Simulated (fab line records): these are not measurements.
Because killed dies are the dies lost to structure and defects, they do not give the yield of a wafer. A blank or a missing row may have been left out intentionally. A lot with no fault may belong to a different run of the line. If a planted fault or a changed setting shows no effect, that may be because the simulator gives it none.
Which tool did it? ; flow n5 finfet ; 11 lots, 32 wafers sampled, at 4 steps of a route of 1938

## WHAT EACH GAUGE READ, for each wafer
N5_BEOL_M15_CD_MEAS_10: the cd target is 360 nm. Usual: 359.6 nm for cd nm, sd 1.5.
lot;measured;on;cd nm (nm);flag
L715;day 11 02:42;cd sem-01;361.6 359.0 364.4;
L716;day 11 14:47;cd sem-03;360.6 359.3;
L717;day 11 18:21;cd sem-02;361.5 360.8 359.8;
L719;day 12 06:54;cd sem-01;361.8 361.4 360.2;
L718;day 12 07:06;cd sem-02;358.2 356.5 357.6;
L724;day 13 22:06;cd sem-03;360.3 359.0 359.5;
L728;day 14 19:55;cd sem-01;389.7 392.1 358.1;OFF
L726;day 14 20:16;cd sem-01;359.5 393.2 360.4;OFF
L729;day 15 02:54;cd sem-02;389.8 356.9 358.9;OFF
L738;day 17 05:05;cd sem-03;362.6 361.4 360.2;
L737;day 17 12:22;cd sem-03;361.1 359.8 358.9;

N5_BEOL_M15_OVL_MEAS_11. Usual: V14_OVL -1 nm, standard deviation 5.2.
lot;measured;on;V14_OVL (nm);flag
L715;day 11 02:44;overlay-01;-4 6 1;
L716;day 11 14:48;overlay-01;4 4;
L717;day 11 18:23;overlay-02;-2 4 -7;
L719;day 12 06:56;overlay-01;4 8 -3;
L718;day 12 07:08;overlay-01;6 7 2;
L724;day 13 22:08;overlay-01;-9 -8 -10;
L728;day 14 19:56;overlay-01;2 3 -5;
L726;day 14 20:18;overlay-01;-2 -1 4;
L729;day 15 02:56;overlay-01;-10 -6 -5;
L738;day 17 05:07;overlay-02;4 -5 7;
L737;day 17 12:23;overlay-02;7 5 -3;

## WHAT TOOL EACH LOT RAN ON (gives the tool, then ch and the chambers of the sampled wafers, and finally the start)
lot;N5_BEOL_M14_SPUTTER_43;N5_BEOL_M15_EXPOSE_07
L715;pvd sputter-01, day 11 00:46;krf scanner-01 ch 0, day 11 02:32
L716;pvd sputter-03, day 11 12:58;krf scanner-01 ch 0, day 11 14:37
L717;pvd sputter-01, day 11 16:31;krf scanner-01 ch 0, day 11 18:11
L719;pvd sputter-03, day 12 04:58;krf scanner-02 ch 0, day 12 06:44
L718;pvd sputter-02, day 12 05:18;krf scanner-02 ch 0, day 12 06:56
L724;pvd sputter-03, day 13 20:10;krf scanner-02 ch 0, day 13 21:56
L728;pvd sputter-03, day 14 17:55;krf scanner-02 ch 0, day 14 19:44
L726;pvd sputter-01, day 14 18:11;krf scanner-02 ch 0, day 14 20:05
L729;pvd sputter-02, day 15 00:57;krf scanner-02 ch 0, day 15 02:44
L738;pvd sputter-01, day 17 01:16;krf scanner-01 ch 0, day 17 04:55
L737;pvd sputter-03, day 17 10:26;krf scanner-01 ch 0, day 17 12:11
- N5_BEOL_M14_SPUTTER_43: material TaN, target thk 15 nm, time 24.19 s.
- N5_BEOL_M15_EXPOSE_07: exposes mask V14.

## AS READ BY THE TOOLS THEMSELVES (means over the sampled wafers that have a number; for cases with no such wafer, the mark the record gives instead)
N5_BEOL_M14_SPUTTER_43. Usual: chamber pressure pa 0.11999 Pa, standard deviation 0.00024; throttle valve pct 30.1 %, standard deviation 0.66.
lot;tool;chamber pressure pa (Pa);throttle valve pct (%);flag
L715;pvd sputter-01;0.11983;30.0;
L716;pvd sputter-03;0.12006;29.9;
L717;pvd sputter-01;0.12007;30.0;
L719;pvd sputter-03;0.11984;30.4;
L718;pvd sputter-02;0.12018;30.4;
L724;pvd sputter-03;0.11993;30.3;
L728;pvd sputter-03;0.11976;30.4;
L726;pvd sputter-01;0.11983;29.9;
L729;pvd sputter-02;0.12014;30.1;
L738;pvd sputter-01;0.12000;30.1;
L737;pvd sputter-03;0.11976;30.2;

N5_BEOL_M15_EXPOSE_07. Usual: exposure dose mJ cm2 41.21, standard deviation 0.042; reticle temp C 23.01 C, standard deviation 0.089.
lot;tool;exposure dose mJ cm2;reticle temp C (C);flag
L715;krf scanner-01;41.24;23.15;
L716;krf scanner-01;41.22;23.11;
L717;krf scanner-01;41.24;22.90;
L719;krf scanner-02;41.23;22.99;
L718;krf scanner-02;41.19;23.02;
L724;krf scanner-02;41.22;22.96;
L728;krf scanner-02;41.18;23.02;
L726;krf scanner-02;41.18;23.10;
L729;krf scanner-02;41.20;23.04;
L738;krf scanner-01;41.19;22.88;
L737;krf scanner-01;41.23;22.99;

## THE ANSWER, worked out from the rows above alone
Rule: take the mean of a lot's wafers that have a number; if it is more than 3 standard deviations from the usual mean, the lot is off. A lot without any number at a reading at which 4 lots or more have one is off too. The other lots that the step has rows for count as sound. After the gauges, taken in route order, come the tools' own readings; for these a lot's mean is taken, as printed above. At the first step where some lot is off, the reading lying furthest off is the one used; lots without a number count as furthest.
Off: L728, L726, L729 (N5_BEOL_M15_CD_MEAS_10, cd nm).
If a tool, at a process step before that reading, ran all the lots that are off and no sound lot after the first of them, it fits. The gauges at N5_BEOL_M15_CD_MEAS_10 are tried like those tools. One fits: krf scanner-02 at N5_BEOL_M15_EXPOSE_07. Its last sound lot is L724 (day 13 21:56), its first lot that is off L728 (day 14 19:44): a fault that began between those two fits.

## WHAT WAS PUT IN BY THE SIMULATOR
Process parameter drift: krf scanner-02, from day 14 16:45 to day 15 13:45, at N5_BEOL_M15_EXPOSE_07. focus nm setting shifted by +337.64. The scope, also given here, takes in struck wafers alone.
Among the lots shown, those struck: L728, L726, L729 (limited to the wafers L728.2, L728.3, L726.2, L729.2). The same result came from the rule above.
